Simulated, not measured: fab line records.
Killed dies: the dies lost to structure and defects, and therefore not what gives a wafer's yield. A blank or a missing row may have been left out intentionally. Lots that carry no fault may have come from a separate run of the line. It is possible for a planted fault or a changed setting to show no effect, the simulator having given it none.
Which tool is to blame? -- flow n5_finfet -- Sampling: 10 lots, 30 wafers, 6 of 1938 route steps

## WHAT THE GAUGES READ, wafer by wafer
N5_BEOL_M8_THK_MEAS_53: measures by xrf.
lot,measured,on,M8_THK (nm)
L756,day 10 17:49,film_metro-02,79.9 80.6 81.4
L761,day 11 21:04,film_metro-02,83.2 78.6 80.7
L763,day 12 02:14,film_metro-01,80.3 81.5 80.8
L760,day 12 02:47,film_metro-01,79.8 81.6 85.8
L764,day 12 09:31,film_metro-01,76.6 81.4 76.6
L768,day 13 16:49,film_metro-01,78.4 81.3 80.4
L767,day 13 17:59,film_metro-02,80.1 81.2 80.3
L774,day 15 06:50,film_metro-02,84.4 81.4 79.3
L775,day 16 00:16,film_metro-01,76.9 80.0 78.2
L777,day 16 00:43,film_metro-01,79.7 80.5 85.2

N5_BEOL_M8_INSPECT_58: inspects for defects (darkfield).
lot,measured,on,raw_defect_count
L756,day 10 17:59,defect_inspect-02,51 60 139
L761,day 11 21:13,defect_inspect-02,79 71 37
L763,day 12 02:24,defect_inspect-01,30 41 51
L760,day 12 02:56,defect_inspect-01,53 82 88
L764,day 12 09:40,defect_inspect-01,70 70 59
L768,day 13 16:58,defect_inspect-02,979 1001 1045
L767,day 13 18:09,defect_inspect-02,1072 1118 999
L774,day 15 07:02,defect_inspect-02,47 70 63
L775,day 16 00:26,defect_inspect-01,69 63 64
L777,day 16 00:53,defect_inspect-02,81 44 55

N5_BEOL_M9_INSPECT_13: inspects for defects (brightfield).
lot,measured,on,raw_defect_count
L756,day 10 22:33,defect_inspect-02,291 369 394
L761,day 12 00:37,defect_inspect-01,357 470 432
L763,day 12 06:08,defect_inspect-01,374 418 405
L760,day 12 06:20,defect_inspect-01,335 477 329
L764,day 12 11:53,defect_inspect-01,354 354 366
L768,day 13 18:21,defect_inspect-02,1259 1255 1320
L767,day 13 19:56,defect_inspect-01,1377 1438 1197
L774,day 15 08:49,defect_inspect-02,282 390 394
L775,day 16 02:41,defect_inspect-02,438 391 382
L777,day 16 02:52,defect_inspect-02,539 411 283

## WHAT TOOL EACH LOT RAN ON (gives the tool, then ch and the chambers of the sampled wafers, and finally the start)
lot,N5_BEOL_M8_STRIP_36,N5_BEOL_M8_ALD_77,N5_BEOL_M8_DEP_56
L756,"rie_diel-02 ch 1,3, day 10 13:07","ald_metal-03 ch 0,1, day 10 14:17","pecvd-01 ch 0,1, day 10 17:53"
L761,"rie_diel-01 ch 1,2,3, day 11 17:31","ald_metal-02 ch 0,1,3, day 11 18:50","pecvd-01 ch 1,2, day 11 21:07"
L763,"rie_diel-02 ch 0,1,2, day 11 23:31","ald_metal-02 ch 0,1, day 12 00:20","pecvd-02 ch 0,2, day 12 02:18"
L760,"rie_diel-01 ch 0,2,3, day 11 23:43","ald_metal-02 ch 1,2, day 12 00:48","pecvd-01 ch 1,2, day 12 02:50"
L764,"rie_diel-06 ch 0,2,3, day 12 05:18","ald_metal-03 ch 0,2, day 12 06:21","pecvd-01 ch 0,1,2, day 12 09:35"
L768,"rie_diel-06 ch 0,2,3, day 13 14:10","ald_metal-03 ch 0,3, day 13 14:58","pecvd-01 ch 0,1,2, day 13 16:53"
L767,"rie_diel-02 ch 0,1,2, day 13 14:23","ald_metal-02 ch 2,3, day 13 15:16","pecvd-01 ch 1,2, day 13 18:03"
L774,"rie_diel-01 ch 1,2,3, day 14 21:37","ald_metal-02 ch 0,1,2, day 15 05:04","pecvd-02 ch 0,1, day 15 06:55"
L775,"rie_diel-02 ch 0,3, day 15 21:52","ald_metal-03 ch 0,1,2, day 15 22:53","pecvd-02 ch 0,2, day 16 00:20"
L777,"rie_diel-01 ch 0,2,3, day 15 22:14","ald_metal-02 ch 0,1,3, day 15 23:08","pecvd-02 ch 0,2, day 16 00:47"
- N5_BEOL_M8_STRIP_36: strips in N2/H2.
- N5_BEOL_M8_ALD_77: deposits TaN, target thk 2 nm, pulse time 2 s, purge time 3 s.
- N5_BEOL_M8_DEP_56: deposits SiCN from 3MS/NH3, target thk 10 nm, time 17.5 s.

## AS READ BY THE TOOLS THEMSELVES (means over the sampled wafers that have a number; for cases with no such wafer, the mark the record gives instead)
N5_BEOL_M8_STRIP_36.
lot,tool,drypump_motor_current_A (A),oes_product_au (a.u.),power_w (W),rf_vpp_V (V),showerhead_plenum_p_Torr (Torr),throttle_valve_pct (%)
L756,rie_diel-02,5.1,0.73,450.2,58.1,2.61,24.16
L761,rie_diel-01,5.7,0.79,450.1,58.7,2.54,23.68
L763,rie_diel-02,5.5,0.73,449.4,59.2,2.45,23.77
L760,rie_diel-01,5.7,0.76,449.2,59.1,2.54,23.84
L764,rie_diel-06,5.4,0.70,449.9,58.3,2.55,23.82
L768,rie_diel-06,5.4,0.69,449.8,58.6,2.54,23.87
L767,rie_diel-02,5.5,0.71,448.9,59.2,2.44,23.80
L774,rie_diel-01,5.7,0.76,449.5,60.2,2.53,23.71
L775,rie_diel-02,5.5,0.70,449.3,58.5,2.55,24.15
L777,rie_diel-01,5.7,0.73,450.1,59.8,2.52,23.90

N5_BEOL_M8_ALD_77.
lot,tool,heater_power_w (W)
L756,ald_metal-03,386
L761,ald_metal-02,385
L763,ald_metal-02,381
L760,ald_metal-02,386
L764,ald_metal-03,374
L768,ald_metal-03,383
L767,ald_metal-02,393
L774,ald_metal-02,379
L775,ald_metal-03,368
L777,ald_metal-02,399

N5_BEOL_M8_DEP_56.
lot,tool,showerhead_plenum_p_Torr (Torr),throttle_valve_pct (%)
L756,pecvd-01,3.671,9.4
L761,pecvd-01,3.666,9.1
L763,pecvd-02,3.664,8.7
L760,pecvd-01,3.665,8.9
L764,pecvd-01,3.664,9.3
L768,pecvd-01,3.671,9.4
L767,pecvd-01,3.669,9.5
L774,pecvd-02,3.649,8.7
L775,pecvd-02,3.661,8.8
L777,pecvd-02,3.667,8.6

## THE ANSWER, worked out from the rows above alone
Rule: the lots themselves supply what counts as usual. The widest of any qualifying gaps counts: lots, ordered by their means at a reading, are off when they make up no more than a third of the lots, leave a main group of 4 or more, and stand apart from it by 3 or more times the standard deviation of that group's means. A main group is skipped when, at the precision printed for the reading in the tables above, its means are all equal. A lot without any number at a reading at which 4 lots or more have one is off too. Where the step has rows for the other lots, those lots are counted as sound. After the gauges, taken in route order, come the tools' own readings; for these a lot's mean is taken, as printed above. At the first step where some lot is off, the reading lying furthest off is the one used; lots without a number count as furthest.
Off, at N5_BEOL_M8_INSPECT_58 on raw_defect_count: L768, L767. Main group: mean 64, sd 12.
If a tool, at a process step before that reading, ran all the lots that are off and no sound lot after the first of them, it fits. Gauges at N5_BEOL_M8_INSPECT_58: tried the same way as those tools. One candidate fits, namely pecvd-01 at N5_BEOL_M8_DEP_56. Its last sound lot is L764 (day 12 09:35), its first lot that is off L768 (day 13 16:53): a fault that began between those two fits.

## WHAT WAS PUT IN BY THE SIMULATOR
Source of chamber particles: pecvd-01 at N5_BEOL_M8_DEP_56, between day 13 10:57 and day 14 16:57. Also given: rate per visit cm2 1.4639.
Lots struck among those shown: L768, L767. The rule above reached the same finding.
